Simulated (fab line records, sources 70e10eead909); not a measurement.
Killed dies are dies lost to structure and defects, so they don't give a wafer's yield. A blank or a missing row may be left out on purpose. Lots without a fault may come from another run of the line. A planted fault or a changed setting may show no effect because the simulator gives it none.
Chamber matching | flow nand_harc | NHARC_A_M1_CMP_23 on cmp-01: 4 sister chambers
The step polishes, t overpolish 20 s, target thk 154.34 nm. 14 wafers are shown with their chamber, then 6 later ones without.

WAFERS WITH THEIR CHAMBER
wafer  | chamber | motor_current_A (A) | time_to_endpoint_s (s) | slurry_flow_ml_min
L916.1 | 0       | 13.1                | 28.3                   | 149.4
L916.4 | 1       | 11.9                | 25.1                   | 150.5
L916.6 | 3       | 13.0                | 23.9                   | 149.1
L918.3 | 1       | 11.5                | 26.2                   | 150.4
L918.5 | 0       | 14.0                | 27.4                   | 150.1
L918.6 | 1       | 11.5                | 26.1                   | 149.4
L919.2 | 1       | 11.4                | 27.0                   | 150.0
L919.3 | 2       | 12.5                | 27.0                   | 150.1
L919.4 | 3       | 13.5                | 28.6                   | 150.1
L922.1 | 3       | 12.7                | 27.7                   | 149.7
L922.5 | 0       | 13.7                | 27.4                   | 149.5
L922.6 | 1       | 11.5                | 26.0                   | 149.6
L921.3 | 0       | 14.1                | 29.2                   | 150.9
L921.4 | 3       | 12.7                | 25.6                   | 150.3

SIGNATURES (means of the wafers above)
reading            | chamber 0 | chamber 1 | chamber 2 | chamber 3 | scatter within a chamber
motor_current_A    | 13.725    | 11.560    | 12.500    | 12.975    | 0.345
time_to_endpoint_s | 28.075    | 26.080    | 27.000    | 26.450    | 1.32
slurry_flow_ml_min | 149.975   | 149.980   | 150.100   | 149.800   | 0.565
Rule: a wafer's distance from a chamber is the root of the sum, over the readings, of the square of ((its reading less the chamber's mean) divided by the reading's scatter). The wafer belongs to the nearest chamber; if the next one is less than 2 further off, it can't be placed. The scatter: the root of (the sum of the squares of (reading less its chamber's mean) over the shown wafers, divided by (wafers less chambers)).

WAFERS WITHOUT THEIR CHAMBER
wafer  | motor_current_A (A) | time_to_endpoint_s (s) | slurry_flow_ml_min
L921.5 | 12.8                | 25.1                   | 150.9
L926.2 | 11.2                | 29.4                   | 149.9
L926.3 | 12.5                | 27.3                   | 149.0
L926.5 | 13.0                | 30.5                   | 149.7
L936.1 | 13.0                | 27.3                   | 150.4
L936.4 | 12.8                | 25.5                   | 150.3

WHICH CHAMBER EACH WENT THROUGH
wafer  | from the rows above               | in truth
L921.5 | can't be placed: 2 or 3 or 0 or 1 | 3
L926.2 | can't be placed: 1 or 2           | 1
L926.3 | can't be placed: 2 or 3 or 1      | 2
L926.5 | can't be placed: 0 or 3 or 2      | 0
L936.1 | can't be placed: 3 or 2 or 0      | 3
L936.4 | can't be placed: 3 or 2           | 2
Placed correctly: 0 of 6. Can't be placed from these rows: 6 (the true chamber is among the candidates in 6). Placed wrongly: 0.
